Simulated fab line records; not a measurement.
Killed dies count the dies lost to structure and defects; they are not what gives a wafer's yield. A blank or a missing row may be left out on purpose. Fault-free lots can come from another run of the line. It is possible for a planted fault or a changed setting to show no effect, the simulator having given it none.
fab line records	flow n5Finfet
record lots=12	wafers=33	lastDay=17
route steps=1938 shown BEOL_M11@1588 BEOL_M12@1608 PASSIVATION@1936
lots with no fault: from the same line, run without faults
startH: hours from the record's first day to the start of the lot's first wafer shown	waitH: hours from the lot's prior step to this one	" repeats the value in the row above	L1.1+2: one row covering several wafers at once	- either no value or no given start	* or withheld: withheld	< > ~ a bound
route shown NAME@n: NAME is a module with steps in the file, n the number in the route of the first one	usual: mean/standard deviation of fault-free wafers	same: alike in all rows	chamber/n: place in a boat	sites: the reading at each site	_std_site: the values' standard deviation	_edge_site: outer sites' mean less inner sites'	radiusMm: how far each site lies from the wafer's centre	mask NAME#n: copy n	behind: tool/chamber where the wafer was last shaped	hold: the reason the lot was held/the length of the hold in hours/how it ended	device: whichever transistor did not switch (one of n, p or np)	end of line: tests of these same wafers at the route's end	for a step that has no rows: nothing shown but its recipe	killed: the dies lost at the first sort to structure and to defects; this is not the yield of the wafer	map: dies across one wafer; x = killed, . = not, _ = none there
set.NAME: setting as actually run; set.NAME@STEP: the setting as run at that earlier step	model.NAME: the simulator's own value behind a step, which no gauge read
a sample of lots followed through the steps of the route, with each step as a table and each wafer as a row
services: when a tool's chamber went out of use (startH, in hours from the record's first day, below 0 if earlier), for how many hours, and the reason
## steps
# step N5_BEOL_M11_DEGAS_44
# recipe ambient=vacuum	tempC=250	timeS=60
# usual heaterPowerW=333/44
lot.wafer	tool	chamber	startH	waitH	heaterPowerW
L917.2	pvdSputter-02	-	233.33	0.7	363
L917.3	"	-	"	"	349
L917.4	"	-	"	"	287
L920.2	pvdSputter-02	-	239.01	1.9	368
L920.4	"	-	"	"	352
L920.5	"	-	"	"	282
L919.2	pvdSputter-01	-	240.13	0.8	310
L919.3	"	-	"	"	320
L919.5	"	-	"	"	320
L924.3	pvdSputter-02	-	273.10	1.8	361
L924.5	"	-	"	"	272
L924.6	"	-	"	"	343
L923.5	pvdSputter-01	-	288.72	0.1	304
L923.6	"	-	"	"	267
L929.1	pvdSputter-02	-	300.40	0.6	367
L929.2	"	-	"	"	351
L929.4	"	-	"	"	280
L928.4	pvdSputter-03	-	300.66	0.5	427
L928.6	"	-	"	"	362
L927.3	pvdSputter-01	-	304.46	2.0	302
L927.4	"	-	"	"	297
L927.6	"	-	"	"	302
L930.1	pvdSputter-03	-	308.88	0.6	283
L930.3	"	-	"	"	357
L931.2	pvdSputter-03	-	308.96	0.5	423
L931.3	"	-	"	"	350
L931.6	"	-	"	"	357
L936.1	pvdSputter-02	-	342.86	0.8	362
L936.5	"	-	"	"	362
L936.6	"	-	"	"	371
L939.1	pvdSputter-02	-	365.85	0.3	356
L939.4	"	-	"	"	284
L939.6	"	-	"	"	362
# step N5_BEOL_M11_ALD_74
# recipe material=TaN	targetThkA=20	tempC=275	aldPrecursorFamily=PDMAT	aldCoReactant=NH3	pressureTorr=3	carrierFlowSccm=1500	pulseTimeS=2	purgeTimeS=3	coReactantPurgeTimeS=2	coReactantPulseTimeS=3	aldCycles=40	precursorVesselTempC=75	precursorVesselPressureTorr=26.25	precursorVesselCarrierSccm=1000
# usual heaterPowerW=407/30
lot.wafer	tool	chamber	startH	waitH	heaterPowerW
L917.2	aldMetal-01	1	233.43	0.0	404
L917.3	"	0	"	"	392
L917.4	"	2	"	"	423
L920.2	aldMetal-04	1	239.15	0.1	405
L920.4	"	0	"	"	440
L920.5	"	0	"	"	432
L919.2	aldMetal-01	0	240.23	0.0	395
L919.3	"	2	"	"	439
L919.5	"	0	"	"	394
L924.3	aldMetal-02	3	273.31	0.1	422
L924.5	"	3	"	"	416
L924.6	"	2	"	"	444
L923.5	aldMetal-02	0	288.93	0.2	433
L923.6	"	1	"	"	415
L929.1	aldMetal-04	1	300.53	0.1	406
L929.2	"	0	"	"	439
L929.4	"	2	"	"	375
L928.4	aldMetal-01	3	300.76	0.0	355
L928.6	"	1	"	"	399
L927.3	aldMetal-04	0	304.56	0.0	449
L927.4	"	3	"	"	374
L927.6	"	0	"	"	426
L930.1	aldMetal-01	1	309.00	0.1	402
L930.3	"	3	"	"	347
L931.2	aldMetal-02	3	309.06	0.0	426
L931.3	"	1	"	"	409
L931.6	"	2	"	"	449
L936.1	aldMetal-02	0	342.96	0.0	447
L936.5	"	0	"	"	434
L936.6	"	2	"	"	447
L939.1	aldMetal-01	3	365.97	0.1	351
L939.4	"	0	"	"	379
L939.6	"	1	"	"	402
# step N5_BEOL_M11_THK_MEAS_53
# recipe thkMeasGauge=xrf	reads=Cu_of_BEOL_M11_ECD_50
# usual M11_THK=137/3.1
lot.wafer	tool	chamber	startH	waitH	M11_THK[nm]
L917.2	filmMetro-01	-	235.27	-	136
L917.3	"	-	"	"	133
L917.4	"	-	"	"	133
L920.2	filmMetro-01	-	241.02	-	137
L920.4	"	-	"	"	138
L920.5	"	-	"	"	139
L919.2	filmMetro-01	-	241.86	-	139
L919.3	"	-	"	"	134
L919.5	"	-	"	"	136
L924.3	filmMetro-01	-	275.31	-	136
L924.5	"	-	"	"	140
L924.6	"	-	"	"	138
L923.5	filmMetro-02	-	290.08	-	140
L923.6	"	-	"	"	140
L929.1	filmMetro-02	-	302.17	-	138
L929.2	"	-	"	"	133
L929.4	"	-	"	"	138
L928.4	filmMetro-01	-	302.40	-	136
L928.6	"	-	"	"	135
L927.3	filmMetro-02	-	305.92	-	135
L927.4	"	-	"	"	139
L927.6	"	-	"	"	136
L930.1	filmMetro-02	-	310.62	-	129
L930.3	"	-	"	"	133
L931.2	filmMetro-01	-	311.25	-	135
L931.3	"	-	"	"	141
L931.6	"	-	"	"	139
L936.1	filmMetro-02	-	344.63	-	133
L936.5	"	-	"	"	135
L936.6	"	-	"	"	131
L939.1	filmMetro-02	-	368.41	-	136
L939.4	"	-	"	"	142
L939.6	"	-	"	"	137
# step N5_BEOL_M12_EXPOSE_07
# recipe maskId=V11	na=0.93	sourceShape=conventional	sigmaOuter=0.6	polarization=unpolarized	attpsmPhaseDeg=180	doseMj=32.5
# usual exposureDoseMJCm2=32.46/0.034
lot.wafer	tool	chamber	startH	waitH	mask	exposureDoseMJCm2
L917.2	krfScanner-02	0	235.85	-	V11#0	32.53
L917.3	"	0	"	"	V11#0	32.49
L917.4	"	0	"	"	V11#0	32.51
L920.2	krfScanner-02	0	241.65	-	V11#0	32.46
L920.4	"	0	"	"	V11#0	32.47
L920.5	"	0	"	"	V11#0	32.44
L919.2	krfScanner-02	0	242.36	-	V11#0	32.48
L919.3	"	0	"	"	V11#0	32.48
L919.5	"	0	"	"	V11#0	32.48
L924.3	krfScanner-01	0	275.90	-	V11#0	32.44
L924.5	"	0	"	"	V11#0	32.46
L924.6	"	0	"	"	V11#0	32.42
L923.5	krfScanner-02	0	290.68	-	V11#0	32.42
L923.6	"	0	"	"	V11#0	32.40
L929.1	krfScanner-01	0	302.74	-	V11#0	32.43
L929.2	"	0	"	"	V11#0	32.44
L929.4	"	0	"	"	V11#0	32.41
L928.4	krfScanner-02	0	302.99	-	V11#0	32.46
L928.6	"	0	"	"	V11#0	32.42
L927.3	krfScanner-01	0	306.50	-	V11#0	32.48
L927.4	"	0	"	"	V11#0	32.47
L927.6	"	0	"	"	V11#0	32.51
L930.1	krfScanner-01	0	311.07	-	V11#0	32.51
L930.3	"	0	"	"	V11#0	32.49
L931.2	krfScanner-01	0	311.70	-	V11#0	34.57
L931.3	"	0	"	"	V11#0	34.59
L931.6	"	0	"	"	V11#0	34.57
L936.1	krfScanner-01	0	345.26	-	V11#0	34.15
L936.5	"	0	"	"	V11#0	34.13
L936.6	"	0	"	"	V11#0	34.13
L939.1	krfScanner-02	0	368.89	-	V11#0	32.48
L939.4	"	0	"	"	V11#0	32.48
L939.6	"	0	"	"	V11#0	32.48
# step N5_BEOL_M12_CD_MEAS_10
# recipe targetCdNm=140	landingEnergyEv=500	detector=seInlens	polarity=opening
# usual cdNm=140.3/2
lot.wafer	tool	chamber	startH	waitH	cdNm
L917.2	cdSem-02	0	236.02	-	143.8
L917.3	"	0	"	"	138.8
L917.4	"	0	"	"	139.8
L920.2	cdSem-01	0	241.82	-	141.6
L920.4	"	0	"	"	136.7
L920.5	"	0	"	"	138.5
L919.2	cdSem-01	0	242.53	-	139.2
L919.3	"	0	"	"	141.8
L919.5	"	0	"	"	139.3
L924.3	cdSem-01	0	276.06	-	138.9
L924.5	"	0	"	"	139.4
L924.6	"	0	"	"	137.1
L923.5	cdSem-03	0	290.83	-	141.0
L923.6	"	0	"	"	140.6
L929.1	cdSem-01	0	302.92	-	141.2
L929.2	"	0	"	"	142.7
L929.4	"	0	"	"	141.4
L928.4	cdSem-01	0	303.15	-	138.2
L928.6	"	0	"	"	139.4
L927.3	cdSem-01	0	306.66	-	138.6
L927.4	"	0	"	"	142.1
L927.6	"	0	"	"	139.8
L930.1	cdSem-03	0	311.25	-	142.0
L930.3	"	0	"	"	138.9
L931.2	cdSem-03	0	311.87	-	146.4
L931.3	"	0	"	"	147.3
L931.6	"	0	"	"	147.2
L936.1	cdSem-01	0	345.43	-	145.2
L936.5	"	0	"	"	147.8
L936.6	"	0	"	"	146.5
L939.1	cdSem-03	0	369.06	-	145.0
L939.4	"	0	"	"	143.1
L939.6	"	0	"	"	142.7
# step N5_PASSIVATION_PROBE_49
# usual defectLimitedYield=91.7/1.7	killed_at_M0_to_M3=34/10	killed_at_M4_up=13/5.1	killedAtContacts=12/6.2	killedAtFrontEnd=36/12	killedAtOther=3.2/2.6	killedDies=98/20	killedOpen=65/13	killedShort=32/8.4	sort_bin_5_function=4.8/1.1	sort_bin_6_memory=3.2/0.74	sortNPass=1082/20	sortYieldPct=91.7/1.7
# same grossDies=1180	killedAtBackSide=0	sort_bin_4_leakage[%]=0	sort_bin_8_speed[%]=0
lot.wafer	tool	chamber	startH	waitH	defectLimitedYield[%]	killed_at_M0_to_M3	killed_at_M4_up	killedAtContacts	killedAtFrontEnd	killedAtOther	killedDies	killedOpen	killedShort	sort_bin_5_function[%]	sort_bin_6_memory[%]	sortNPass	sortYieldPct[%]
L919.2	prober-01	-	279.94	0.1	93.5	28	16	9	22	2	77	53	21	3.9	2.5	1103	93.5
L919.3	prober-01	-	279.99	0.1	93.6	40	10	11	15	0	76	54	21	3.3	3.0	1104	93.6
L919.5	prober-01	-	280.09	0.2	92.9	23	13	11	35	2	84	48	36	3.7	3.2	1096	92.9
L924.3	prober-02	-	319.39	0.1	91.6	35	14	14	28	8	99	76	23	4.8	3.5	1081	91.6
L924.5	prober-02	-	319.49	0.2	89.7	30	8	8	72	4	122	83	36	5.8	4.2	1058	89.7
L924.6	prober-02	-	319.54	0.3	89.7	40	8	13	59	2	122	82	40	6.7	3.2	1058	89.7
L931.2	prober-02	-	353.84	0.1	90.1	34	22	6	54	1	117	67	50	5.5	3.8	1063	90.1
L931.3	prober-02	-	353.89	0.1	92.0	28	9	3	51	3	94	62	32	4.7	3.1	1086	92.0
L931.6	prober-02	-	354.04	0.3	91.0	25	11	17	50	3	106	78	26	5.5	3.2	1074	91.0
L936.1	prober-02	-	381.90	0.0	92.6	33	15	7	32	0	87	63	24	4.6	2.8	1093	92.6
L936.5	prober-02	-	382.10	0.2	92.0	31	16	6	40	1	94	59	34	4.8	2.7	1086	92.0
L936.6	prober-02	-	382.15	0.3	90.6	28	16	13	54	0	111	71	40	5.7	2.9	1069	90.6
L939.1	prober-02	-	412.92	0.0	90.8	39	9	14	42	5	109	78	30	5.5	3.1	1071	90.8
L939.4	prober-02	-	413.07	0.2	93.4	27	6	8	33	4	78	47	29	3.9	2.4	1102	93.4
L939.6	prober-02	-	413.17	0.3	91.3	30	13	12	42	6	103	70	31	5.9	2.5	1077	91.3
# killed by level:class
L919.2 MOL_CONTACT_COAG:geometricParticle:open=7 STI_FIN_REVEAL:geometricParticle:open=5 DUMMY_GATE:geometricParticle:open=5 BEOL_M0_SAQP:geometricParticle:open=5 BEOL_M0_SAQP:geometricParticle:short=5 BEOL_M2:geometricParticle:open=5 BEOL_M3:geometricParticle:open=5 BEOL_M5:geometricParticle:open=5
L919.3 MOL_CONTACT_COAG:geometricParticle:open=9 BEOL_M2:geometricParticle:open=9 BEOL_M0_SAQP:geometricParticle:short=8 BEOL_M3:geometricParticle:open=8 BEOL_M0_SAQP:geometricParticle:open=7 STI_FIN_REVEAL:geometricParticle:open=5 BEOL_M1:geometricParticle:open=5 DUMMY_GATE:geometricParticle:open=3
L919.5 GATE_CUT:geometricParticle:short=9 MOL_CONTACT_COAG:geometricParticle:open=7 BEOL_M1:geometricParticle:open=6 MOL_CONTACT_COAG:geometricParticle:short=4 STARTING-WAFER:geometricParticle:open=4 BEOL_M1:geometricParticle:short=4 BEOL_M3:geometricParticle:short=4 BEOL_M4:geometricParticle:open=4
L924.3 MOL_CONTACT_COAG:geometricParticle:open=12 BEOL_M2:geometricParticle:open=10 BEOL_M4:geometricParticle:open=8 STI_FIN_REVEAL:geometricParticle:open=7 BEOL_M3:geometricParticle:open=7 BEOL_M1:geometricParticle:open=6 BEOL_M0_SAQP:geometricParticle:open=5 FIN_SAQP:geometricParticle:short=4
L924.5 FIN_SAQP:geometricParticle:open=15 FIN_SAQP:geometricParticle:short=12 STI_FIN_REVEAL:geometricParticle:open=11 MOL_CONTACT_COAG:geometricParticle:open=8 BEOL_M3:geometricParticle:open=8 DUMMY_GATE:geometricParticle:open=6 GATE_CUT:geometricParticle:open=6 BEOL_M0_SAQP:geometricParticle:open=6
L924.6 BEOL_M3:geometricParticle:open=14 FIN_SAQP:geometricParticle:open=13 MOL_CONTACT_COAG:geometricParticle:open=9 FIN_SAQP:geometricParticle:short=6 DUMMY_GATE:geometricParticle:short=6 DUMMY_GATE:geometricParticle:open=6 ILD0:geometricParticle:open=6 BEOL_M0_SAQP:geometricParticle:open=6
L931.2 BEOL_M0_SAQP:geometricParticle:short=12 FIN_SAQP:geometricParticle:short=11 FIN_SAQP:geometricParticle:open=9 BEOL_M4:geometricParticle:open=9 GATE_CUT:geometricParticle:short=7 BEOL_M2:geometricParticle:open=7 BEOL_M0_SAQP:geometricParticle:open=6 ILD0:geometricParticle:open=5
L931.3 BEOL_M1:geometricParticle:open=13 FIN_SAQP:geometricParticle:open=10 STI_FIN_REVEAL:geometricParticle:open=9 GATE_CUT:geometricParticle:short=9 ILD0:geometricParticle:open=4 GATE_CUT:geometricParticle:open=4 BEOL_M3:geometricParticle:open=4 BEOL_M0_SAQP:geometricParticle:short=3
L931.6 MOL_CONTACT_COAG:geometricParticle:open=15 FIN_SAQP:geometricParticle:short=10 FIN_SAQP:geometricParticle:open=10 BEOL_M0_SAQP:geometricParticle:open=7 BEOL_M1:geometricParticle:open=7 ILD0:geometricParticle:open=6 SPACER0:geometricParticle:open=5 GATE_CUT:geometricParticle:open=4
L936.1 BEOL_M2:geometricParticle:open=11 MOL_CONTACT_COAG:geometricParticle:open=7 BEOL_M0_SAQP:geometricParticle:open=7 BEOL_M1:geometricParticle:open=7 BEOL_M4:geometricParticle:open=7 FIN_SAQP:geometricParticle:open=5 FIN_SAQP:geometricParticle:short=4 STI_FIN_REVEAL:geometricParticle:open=4
L936.5 BEOL_M0_SAQP:geometricParticle:open=8 DUMMY_GATE:geometricParticle:open=7 FIN_SAQP:geometricParticle:short=6 BEOL_M0_SAQP:geometricParticle:short=6 BEOL_M2:geometricParticle:open=6 STI_FIN_REVEAL:geometricParticle:open=5 BEOL_M4:geometricParticle:open=5 STARTING-WAFER:geometricParticle:short=5
L936.6 FIN_SAQP:geometricParticle:open=15 STI_FIN_REVEAL:geometricParticle:open=9 MOL_CONTACT_COAG:geometricParticle:open=9 BEOL_M1:geometricParticle:open=8 FIN_SAQP:geometricParticle:short=7 BEOL_M4:geometricParticle:open=6 BEOL_M3:geometricParticle:open=5 DUMMY_GATE:geometricParticle:short=5
L939.1 MOL_CONTACT_COAG:geometricParticle:open=11 FIN_SAQP:geometricParticle:open=10 BEOL_M2:geometricParticle:open=8 BEOL_M0_SAQP:geometricParticle:short=7 BEOL_M1:geometricParticle:open=6 BEOL_M3:geometricParticle:open=6 DUMMY_GATE:geometricParticle:open=5 BEOL_M0_SAQP:geometricParticle:open=5
L939.4 BEOL_M2:geometricParticle:open=7 ILD0:geometricParticle:short=6 BEOL_M0_SAQP:geometricParticle:short=6 MOL_CONTACT_COAG:geometricParticle:open=5 BEOL_M1:geometricParticle:open=5 FIN_SAQP:geometricParticle:short=4 FIN_SAQP:geometricParticle:open=4 STI_FIN_REVEAL:geometricParticle:open=4
L939.6 FIN_SAQP:geometricParticle:short=12 BEOL_M4:geometricParticle:open=10 MOL_CONTACT_COAG:geometricParticle:open=9 FIN_SAQP:geometricParticle:open=8 STI_FIN_REVEAL:geometricParticle:open=7 BEOL_M1:geometricParticle:open=6 BEOL_M0_SAQP:geometricParticle:open=5 BEOL_M0_SAQP:geometricParticle:short=4
## services
tool	chamber	startH	hours	kind
krfScanner-02	-	220.34	0.8	pm
krfScanner-01	-	235.98	1.0	pm
krfScanner-01	-	246.10	1.3	pm
pvdSputter-01	-	260.51	3.0	repair
krfScanner-01	-	277.89	2.3	repair
aldMetal-01	-	279.23	2.8	pm
aldMetal-02	0	281.63	3.5	repair
aldMetal-04	-	282.81	14.6	pm
krfScanner-01	-	287.82	0.5	repair
krfScanner-02	-	305.95	1.0	pm
krfScanner-02	-	311.12	4.7	repair
krfScanner-02	-	315.87	1.3	pm
krfScanner-02	-	318.24	1.7	repair
krfScanner-01	-	325.95	0.8	pm
aldMetal-02	1	328.48	48.2	repair
aldMetal-04	-	337.25	14.0	pm
aldMetal-04	0	337.25	14.0	ventCycle
aldMetal-04	1	337.25	14.0	ventCycle
krfScanner-01	0	340.70	-	calibration
krfScanner-02	-	340.88	0.4	repair
krfScanner-02	-	345.35	0.2	repair
aldMetal-02	-	346.50	6.0	pm
krfScanner-02	0	355.88	-	calibration
krfScanner-01	-	356.37	3.5	repair
## key
firstSign step=N5_BEOL_M12_EXPOSE_07	reading=exposureDoseMJCm2	direction=up	sigmas=55	usual=32.46	struck=34.36
effect step=N5_BEOL_M12_CD_MEAS_10	reading=cdNm	direction=up	sigmas=3.2	usual=140.3	struck=146.7	through=controlLoop
metAt N5_BEOL_M12_EXPOSE_07
struckLots L931,L936
loopTrim step=N5_BEOL_M12_EXPOSE_07	setting=dose	lots=L936
notActingAt N5_BEOL_M11_DEGAS_44,N5_BEOL_M11_ALD_74,N5_BEOL_M11_THK_MEAS_53
onsetBetween 311.07 311.70
fault kind=processParameterDrift	tool=krfScanner-01	chamber=-	onsetH=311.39	steps=N5_BEOL_M12_EXPOSE_07	channel=doseMj	offset=2.0754	shape=step	actsIn=theseRecipesOnly	stated=32.5
# loopTrim: a control loop set the setting to another value than it would have without faults
